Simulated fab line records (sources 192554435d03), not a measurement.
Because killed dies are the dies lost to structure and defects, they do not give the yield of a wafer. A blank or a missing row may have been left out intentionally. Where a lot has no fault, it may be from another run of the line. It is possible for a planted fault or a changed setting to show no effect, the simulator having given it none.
Which tool is to blame? || flow n5 finfet || Sampling: 10 lots, 30 wafers, 2 of 1938 route steps

== WHAT THE GAUGES SHOWED, per wafer ==
N5_PASSIVATION_OVL_MEAS_60.
{"lot": "L908", "measured": "day 12 20:28", "on": "overlay-02", "TV_OVL (nm)": "-4 -3 -2"}
{"lot": "L909", "measured": "day 12 23:34", "on": "overlay-02", "TV_OVL (nm)": "12 5 1"}
{"lot": "L911", "measured": "day 15 06:41", "on": "overlay-02", "TV_OVL (nm)": "2 1 2"}
{"lot": "L915", "measured": "day 16 14:23", "on": "overlay-01", "TV_OVL (nm)": "1 -5 -10"}
{"lot": "L919", "measured": "day 17 15:50", "on": "overlay-02", "TV_OVL (nm)": "810 793 801"}
{"lot": "L920", "measured": "day 17 23:12", "on": "overlay-01", "TV_OVL (nm)": "7 8 7"}
{"lot": "L923", "measured": "day 18 02:27", "on": "overlay-02", "TV_OVL (nm)": "7 5 11"}
{"lot": "L910", "measured": "day 18 02:44", "on": "overlay-01", "TV_OVL (nm)": "817 811 818"}
{"lot": "L925", "measured": "day 19 04:36", "on": "overlay-02", "TV_OVL (nm)": "-2 6 0"}
{"lot": "L926", "measured": "day 19 22:28", "on": "overlay-01", "TV_OVL (nm)": "-5 -12 -5"}

== EACH LOT AND THE TOOL THAT RAN IT (in order: tool; ch and the chambers of the sampled wafers; start) ==
{"lot": "L908", "N5_PASSIVATION_EXPOSE_07": "krf scanner-02 ch 0, day 12 20:15"}
{"lot": "L909", "N5_PASSIVATION_EXPOSE_07": "krf scanner-01 ch 0, day 12 23:22"}
{"lot": "L911", "N5_PASSIVATION_EXPOSE_07": "krf scanner-01 ch 0, day 15 06:30"}
{"lot": "L915", "N5_PASSIVATION_EXPOSE_07": "krf scanner-02 ch 0, day 16 14:10"}
{"lot": "L919", "N5_PASSIVATION_EXPOSE_07": "krf scanner-01 ch 0, day 17 15:37"}
{"lot": "L920", "N5_PASSIVATION_EXPOSE_07": "krf scanner-02 ch 0, day 17 23:00"}
{"lot": "L923", "N5_PASSIVATION_EXPOSE_07": "krf scanner-02 ch 0, day 18 02:14"}
{"lot": "L910", "N5_PASSIVATION_EXPOSE_07": "krf scanner-01 ch 0, day 18 02:32"}
{"lot": "L925", "N5_PASSIVATION_EXPOSE_07": "krf scanner-02 ch 0, day 19 04:23"}
{"lot": "L926", "N5_PASSIVATION_EXPOSE_07": "krf scanner-02 ch 0, day 19 22:15"}
- N5_PASSIVATION_EXPOSE_07: exposes mask TV, defocus 0 nm, target cd 3000 nm.

== THE ANSWER, worked out from the rows above alone ==
Rule: what is usual is taken from the lots themselves. Put in order of their means at a reading, lots are off if they are a third of the lots or fewer, leave a main group of 4 or more, and stand apart from it by a gap of 3 or more times the standard deviation of the main group's means; of several such gaps the widest counts. The tables above print the reading to a certain number of digits; a main group whose means all agree to those digits is not used. Also off: a lot with no number at a reading for which 4 or more lots have one. Where the step has rows for the other lots, those lots are counted as sound.
Off: at N5_PASSIVATION_OVL_MEAS_60 (TV_OVL), L919, L910. For the main group the mean is 1 nm and the standard deviation 5.3.
A tool fits if, at a process step before that reading, it ran every lot that is off, and no sound lot after the first of them. Those tools and the gauges at N5_PASSIVATION_OVL_MEAS_60 are tried in the same way. One candidate fits, namely krf scanner-01 at N5_PASSIVATION_EXPOSE_07. A fault onset in the window from L911 (day 15 06:30, its last sound lot) to L919 (day 17 15:37, its first lot off) fits.

== WHAT HAD BEEN PUT IN BY THE SIMULATOR ==
Scanner matching overlay: krf scanner-01, from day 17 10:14 on, at N5_PASSIVATION_EXPOSE_07. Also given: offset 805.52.
Shown lots that were struck: L919, L910. The rule given above showed the same thing.
